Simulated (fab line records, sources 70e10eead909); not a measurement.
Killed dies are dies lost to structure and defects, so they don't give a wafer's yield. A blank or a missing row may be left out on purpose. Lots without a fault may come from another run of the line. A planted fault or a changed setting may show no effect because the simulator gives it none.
Chamber matching | flow nand_harc | NHARC_A_STAIRCASE_DESCUM_219 on rie_diel-05: 4 sister chambers
The step chemistry O2, time 3 s. 8 wafers are shown with their chamber, then 9 later ones without.

WAFERS WITH THEIR CHAMBER
wafer  | chamber | showerhead_plenum_p_Torr (Torr) | drypump_motor_current_A (A)
L079.5 | 2       | 1.90                            | 5.33
L082.2 | 3       | 2.06                            | 5.79
L082.6 | 0       | 1.79                            | 5.72
L086.2 | 2       | 1.89                            | 5.35
L086.5 | 3       | 2.06                            | 5.77
L091.3 | 1       | 1.81                            | 5.74
L091.4 | 0       | 1.79                            | 5.71
L091.5 | 1       | 1.81                            | 5.72

WAFERS WITHOUT THEIR CHAMBER
wafer  | showerhead_plenum_p_Torr (Torr) | drypump_motor_current_A (A)
L094.1 | 1.89                            | 5.33
L094.3 | 2.05                            | 5.77
L094.6 | 1.79                            | 5.73
L097.1 | 1.81                            | 5.73
L097.2 | 1.79                            | 5.71
L097.6 | 1.89                            | 5.34
L095.1 | 1.81                            | 5.74
L095.3 | 1.89                            | 5.34
L095.5 | 1.79                            | 5.73

WHICH CHAMBER EACH WENT THROUGH
wafer  | from the rows above | in truth
L094.1 | 2                   | 2
L094.3 | 3                   | 3
L094.6 | 0                   | 0
L097.1 | 1                   | 1
L097.2 | 0                   | 0
L097.6 | 2                   | 2
L095.1 | 1                   | 1
L095.3 | 2                   | 2
L095.5 | 0                   | 0
Placed correctly: 9 of 9. Can't be placed from these rows: 0. Placed wrongly: 0.
How it was worked out, from the rows above alone: a wafer's distance from a chamber is the root of the sum, over the readings, of the square of ((its reading less the chamber's mean) divided by the reading's scatter). The wafer belongs to the nearest chamber; if the next one is less than 2 further off, it can't be placed. A chamber's mean is the mean of its shown wafers. The scatter: the root of (the sum of the squares of (reading less its chamber's mean) over the shown wafers, divided by (wafers less chambers)).
